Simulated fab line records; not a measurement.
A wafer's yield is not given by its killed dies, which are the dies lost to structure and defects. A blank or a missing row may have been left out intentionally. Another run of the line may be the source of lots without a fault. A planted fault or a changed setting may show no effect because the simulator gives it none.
A struck lot beside a sound one ; flow nand-harc ; 39 steps out of a route of 1302
Sound: the wafers L816.3, L816.5, L816.6. Struck: wafer L834.1 (left out: L834.5, a lot-mate that was not struck); the cause follows at the end.
Per side, at each step with rows, come the tool, then ch with its chambers, and then its first start. Under that, the readings that differ: sound wafers ; struck wafers ; difference of the means ; sigmas: that difference in standard deviations of wafers without a fault.
alike: a reading whose means differ by less than 2 such deviations, as well as words and numbers matching on both sides. not compared: withheld readings; readings where some wafer has no value; bounds like >300 that might hide an equal value; numbers whose values overlap and for which the record gives no deviation.
Wherever a step has rows on one side only, a row that says differs or no value, or a row with sigmas, the two part there. When numbers do not overlap yet have no deviation, they are printed without sigmas and do not part them. Lack of a reading on every wafer of one side parts them only where that side has two or more wafers.

first, 10 steps without rows for these wafers: NHARC_A_CHANNEL_HOLE_D2_DEP_00 (deposits aC, target thk 3100 nm); NHARC_A_CHANNEL_HOLE_D2_DEP_01 (deposits SiON, target thk 140 nm); NHARC_A_CHANNEL_HOLE_D2_DEHYDRATE_02 (time 120 s); NHARC_A_CHANNEL_HOLE_D2_HMDS_03 (time 30 s); NHARC_A_CHANNEL_HOLE_D2_COAT_36 (time 75 s); NHARC_A_CHANNEL_HOLE_D2_COAT_37 (time 65 s); NHARC_A_CHANNEL_HOLE_D2_COAT_04 (resist thk 90 nm); NHARC_A_CHANNEL_HOLE_D2_SOFTBAKE_05 (time 55 s); NHARC_A_CHANNEL_HOLE_D2_EBR_06; NHARC_A_CHANNEL_HOLE_D2_EXPOSE_07 (exposes mask HOLE D2, target cd 100 nm).
NHARC_A_CHANNEL_HOLE_D2_PEB_08: peb time 65 s.
  sound on litho-track-04 ch 0, day 12 15:52; struck on litho-track-04 ch 0, day 20 09:23
then, 1 step without rows for these wafers: NHARC_A_CHANNEL_HOLE_D2_DEVELOP_09 (develop time 35 s).
NHARC_A_CHANNEL_HOLE_D2_CD_MEAS_10: target cd 100 nm.
  sound on cd-sem-03 ch 0, day 12 15:58; struck on cd-sem-02 ch 0, day 20 09:27
reading;sound;struck;difference;sigmas
cd-nm (nm);99.6 100.1 100.3;113.2;+13.2;+33
NHARC_A_CHANNEL_HOLE_D2_DESCUM_15: chemistry O2, time 3 s.
  sound on rie-diel-10 ch 1,2, day 12 16:10; struck on rie-diel-02 ch 1, day 20 09:40
reading;sound;struck;difference;sigmas
showerhead-plenum-p-Torr (Torr);1.85 1.95 1.85;2.05;+0.17;+2
model.A_CHANNEL_HOLE_D2.cd-nm (nm);100.2 100.1 100.9;113.5;+13.1;
  alike: chamber-pressure-mTorr, drypump-motor-current-A, oes-product-au, rf-vpp-V, throttle-valve-pct
  not compared: rf-hours-counter-h
then, 4 steps without rows for these wafers: NHARC_A_CHANNEL_HOLE_D2_ETCH_38 (etches the open film in CF4, target depth 39 nm, time 65 s); NHARC_A_CHANNEL_HOLE_D2_ETCH_39 (etches the open film in N2/H2, target depth 260 nm, time 325 s); NHARC_A_CHANNEL_HOLE_D2_ETCH_34 (etches the open film in CF4/CHF3, target depth 154 nm, time 77 s); NHARC_A_CHANNEL_HOLE_D2_ETCH_16 (etches the open film in O2/COS, target depth 3100 nm, time 806 s).
NHARC_A_CHANNEL_HOLE_D2_CD_MEAS_18:
  struck on cd-sem-03, day 20 10:45; sound on cd-sem-03, day 12 17:29
reading;sound;struck;difference;sigmas
cd-nm (nm);97.9 98.4 99.5;110.8;+12.2;+9
then, 12 steps without rows for these wafers: NHARC_A_CHANNEL_HOLE_D2_ETCH_19 (etches the open film in C4F8/O2/Ar, time 34.5 s); NHARC_A_CHANNEL_HOLE_D2_ETCH_20 (etches the open film in C4F8/O2/Ar, time 361.9 s, target depth 1600 nm); NHARC_A_CHANNEL_HOLE_D2_ETCH_21 (etches the open film in C4F8/O2/Ar, time 514.3 s, target depth 1600 nm); NHARC_A_CHANNEL_HOLE_D2_ETCH_22 (etches the open film in C4F8/O2/Ar, time 666.7 s, target depth 1600 nm); NHARC_A_CHANNEL_HOLE_D2_ETCH_23 (etches the open film in C4F8/O2/Ar, time 819 s, target depth 1600 nm); NHARC_A_CHANNEL_HOLE_D2_ETCH_24 (etches the open film in C4F8/O2/Ar, time 906.2 s, target depth 1500 nm); NHARC_A_CHANNEL_HOLE_D2_ETCH_25 (etches the open film in C4F8/O2/Ar, time 1040.2 s, target depth 1500 nm); NHARC_A_CHANNEL_HOLE_D2_ETCH_26 (etches the open film in C4F8/O2/Ar, time 224.1 s, target depth 300 nm); NHARC_A_CHANNEL_HOLE_D2_ETCH_27 (etches the open film in C4F8/O2/Ar, time 90 s, target depth 400 nm); NHARC_A_CHANNEL_HOLE_D2_STRIP_41 (strips in N2/H2); NHARC_A_CHANNEL_HOLE_D2_STRIP_42 (strips in CF4/CHF3); NHARC_A_CHANNEL_HOLE_D2_STRIP_43 (strips in O2/COS).
NHARC_A_CHANNEL_HOLE_D2_ETCH_44: etches the open film in CF4/O2, target depth 140 nm, overetch 14 nm, time 77 s.
  sound on rie-diel-10 ch 0,1, day 12 22:15; struck on rie-diel-02 ch 3, day 20 15:33
reading;sound;struck;difference;sigmas
model.A_CHANNEL_HOLE_D2.cd-nm (nm);91.55 90.82 92.36;103.5;+11.9;
  alike: bias-w, chamber-pressure-mTorr, drypump-motor-current-A, oes-product-au, rf-vpp-V, showerhead-plenum-p-Torr, throttle-valve-pct
  not compared: rf-hours-counter-h
then, 3 steps without rows for these wafers: NHARC_A_CHANNEL_HOLE_D2_STRIP_28 (strips in O2); NHARC_A_CHANNEL_HOLE_D2_PRECLEAN_29 (cleans in SC1); NHARC_A_CHANNEL_HOLE_D2_SRD_30.
NHARC_A_CHANNEL_HOLE_D2_CD_MEAS_31:
  struck on cd-sem-01, day 20 16:20; sound on cd-sem-02, day 12 23:03
reading;sound;struck;difference;sigmas
cd-nm (nm);91.9 91.4 92.4;103.7;+11.8;+11
NHARC_A_CHANNEL_HOLE_D2_XSEM_32:
  sound on xsem-02 ch 0, day 12 23:09; struck on xsem-01 ch 0, day 20 16:25
reading;sound;struck;difference;sigmas
bot-cd-nm (nm);76.2 75.7 76.5;88.1;+12.0;+11
  alike: bow-nm, tilt-deg
-- the record jumps here: 11 days lie between the struck wafers' starts before and after (it left off in module A_CHANNEL_HOLE_D2 and takes up again in module END, whose first step shown is number 1301 of the route) --
NHARC_END_WLT_00:
  struck on prober-02, day 31 06:44; sound on prober-02, day 23 03:56
reading;sound;struck;difference;sigmas
VT_DECK2_BOTTOM;0.872 0.871 0.877;0.904;+0.031;+4
VT_DECK2_BOTTOM_INNER;0.883 0.875 0.874;0.911;+0.034;+5
VT_DECK2_MEDIAN_NEAR_BOTTOM;0.876 0.875 0.874;0.912;+0.037;+5
VT_DECK2_MEDIAN_NEAR_BOTTOM_INNER;0.876 0.881 0.877;0.908;+0.030;+4
VT_DECK2_MIDDLE;0.884 0.888 0.888;0.914;+0.027;+4
VT_DECK2_MIDDLE_INNER;0.886 0.894 0.882;0.915;+0.028;+4
VT_DECK2_TOP;0.895 0.885 0.899;0.923;+0.030;+4
VT_DECK2_TOP_INNER;0.896 0.890 0.889;0.916;+0.024;+4
  alike: VT_DECK1_BOTTOM, VT_DECK1_BOTTOM_INNER, VT_DECK1_MEDIAN_NEAR_BOTTOM, VT_DECK1_MEDIAN_NEAR_BOTTOM_INNER, VT_DECK1_MIDDLE, VT_DECK1_MIDDLE_INNER, VT_DECK1_TOP, VT_DECK1_TOP_INNER
NHARC_END_SORT_01:
  here the record holds rows for the struck wafers (prober-02 ch 0, day 31 09:43) but none for the sound ones

WHERE THEY PART
First at NHARC_A_CHANNEL_HOLE_D2_CD_MEAS_10; last, within this record, at NHARC_END_SORT_01.

WHY: what had been put in by the simulator
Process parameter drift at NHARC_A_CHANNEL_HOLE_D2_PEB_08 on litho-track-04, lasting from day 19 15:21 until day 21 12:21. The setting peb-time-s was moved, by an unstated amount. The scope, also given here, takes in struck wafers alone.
